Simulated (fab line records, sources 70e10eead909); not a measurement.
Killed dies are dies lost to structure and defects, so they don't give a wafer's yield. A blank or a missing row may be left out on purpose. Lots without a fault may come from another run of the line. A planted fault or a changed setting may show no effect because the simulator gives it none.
Which tool did it? | flow nand_harc | 15 lots, 45 wafers sampled, at 2 steps of a route of 1302

WHAT THE GAUGES READ, wafer by wafer
NHARC_P_STI_OVL_MEAS_10. Usual: overlay_x_nm 2 nm, standard deviation 5.8; overlay_y_nm 0 nm, standard deviation 6.5.
lot  | measured     | on         | overlay_x_nm (nm) | overlay_y_nm (nm) | flag
L206 | day 3 00:41  | overlay-01 | 4 4 5             | 2 2 2             |
L207 | day 3 09:48  | overlay-01 | 0 1 1             | -7 -6 -7          |
L208 | day 3 17:17  | overlay-01 | 7 7 7             | -2 -2 -2          |
L209 | day 4 01:56  | overlay-02 | 7 7 6             | 11 12 12          |
L211 | day 4 20:14  | overlay-01 | 4 3 4             | -3 -3 -2          |
L212 | day 5 08:57  | overlay-02 | 6 6 6             | 5 5 5             |
L213 | day 5 21:22  | overlay-02 | 3 3 2             | -4 -4 -5          |
L214 | day 6 02:54  | overlay-02 | 17 17 17          | -2 -2 -2          |
L215 | day 6 15:39  | overlay-01 | -10 -10 -10       | 2 2 2             |
L216 | day 6 23:05  | overlay-01 | -4 -4 -4          | 1 1 1             |
L217 | day 7 10:14  | overlay-02 | 3 4 3             | 0 0 0             |
L220 | day 8 14:51  | overlay-01 | 0 0 0             | -5 -5 -5          |
L221 | day 9 01:01  | overlay-02 | -2 -2 -2          | -4 -4 -4          |
L222 | day 9 11:35  | overlay-01 | 8 8 9             | -1 -1 -1          |
L224 | day 10 07:35 | overlay-02 | -4 -4 -4          | 11 10 11          |

NHARC_P_STI_OCD_MEAS_43. Usual: trench_depth_nm 298.9 nm, standard deviation 2.8; trench_foot_cd_nm 158.3 nm, standard deviation 1.6.
lot  | measured     | on     | trench_depth_nm (nm) | trench_foot_cd_nm (nm) | flag
L206 | day 3 01:53  | ocd-02 | 297.9 297.6 296.1    | 159.3 156.3 157.8      |
L207 | day 3 11:01  | ocd-01 | 305.9 302.4 299.1    | 155.0 155.7 157.0      |
L208 | day 3 18:29  | ocd-01 | 306.2 303.9 304.5    | 157.6 158.4 160.5      |
L209 | day 4 03:09  | ocd-01 | 297.4 296.2 296.9    | 157.8 159.7 156.7      |
L211 | day 4 21:26  | ocd-01 | 303.0 300.6 299.6    | 157.3 160.8 159.9      |
L212 | day 5 10:10  | ocd-02 | 295.9 293.5 296.3    | 157.5 157.0 159.2      |
L213 | day 5 22:34  | ocd-02 | 300.1 298.7 298.2    | 157.8 159.0 158.6      |
L214 | day 6 04:37  | ocd-02 | 295.9 301.1 300.5    | 159.2 157.2 158.4      |
L215 | day 6 16:51  | ocd-01 | 295.0 304.2 301.3    | 156.0 156.3 157.0      |
L216 | day 7 00:20  | ocd-02 | 295.6 297.9 294.5    | 158.6 157.1 159.7      |
L217 | day 7 11:29  | ocd-02 | 298.5 297.5 300.1    | 159.5 159.2 159.8      |
L220 | day 8 16:03  | ocd-02 | 295.7 295.6 296.0    | 159.6 157.1 157.5      |
L221 | day 9 02:16  | ocd-01 | 297.5 300.3 301.2    | 159.9 159.6 157.6      |
L222 | day 9 12:48  | ocd-02 | 298.1 297.9 295.9    | 158.5 159.4 157.7      |
L224 | day 10 08:48 | ocd-02 | 294.1 297.4 297.5    | 160.8 161.7 160.4      |

WHICH TOOL RAN EACH LOT (tool, then ch and the chambers of the sampled wafers, then the start)
The record holds no process step before these readings.

WHAT THE TOOLS THEMSELVES READ (means of the sampled wafers that have a number; where no wafer has one, the mark that the record gives instead)
The record holds no such reading with a usual standard deviation.

THE ANSWER, worked out from the rows above alone
Rule: a lot is off if the mean of its wafers that have a number lies more than 3 standard deviations from the usual mean. A lot without any number at a reading at which 4 lots or more have one is off too. The other lots that the step has rows for count as sound. The gauges are gone through in route order, then the tools' own readings, and for those a lot's mean is taken as printed above. The first step at which some lot is off is used, and at that step the reading that is off furthest; a lot without a number counts as furthest.
No lot is off at any reading shown: from this, nothing can be told.

WHAT THE SIMULATOR HAD PUT IN
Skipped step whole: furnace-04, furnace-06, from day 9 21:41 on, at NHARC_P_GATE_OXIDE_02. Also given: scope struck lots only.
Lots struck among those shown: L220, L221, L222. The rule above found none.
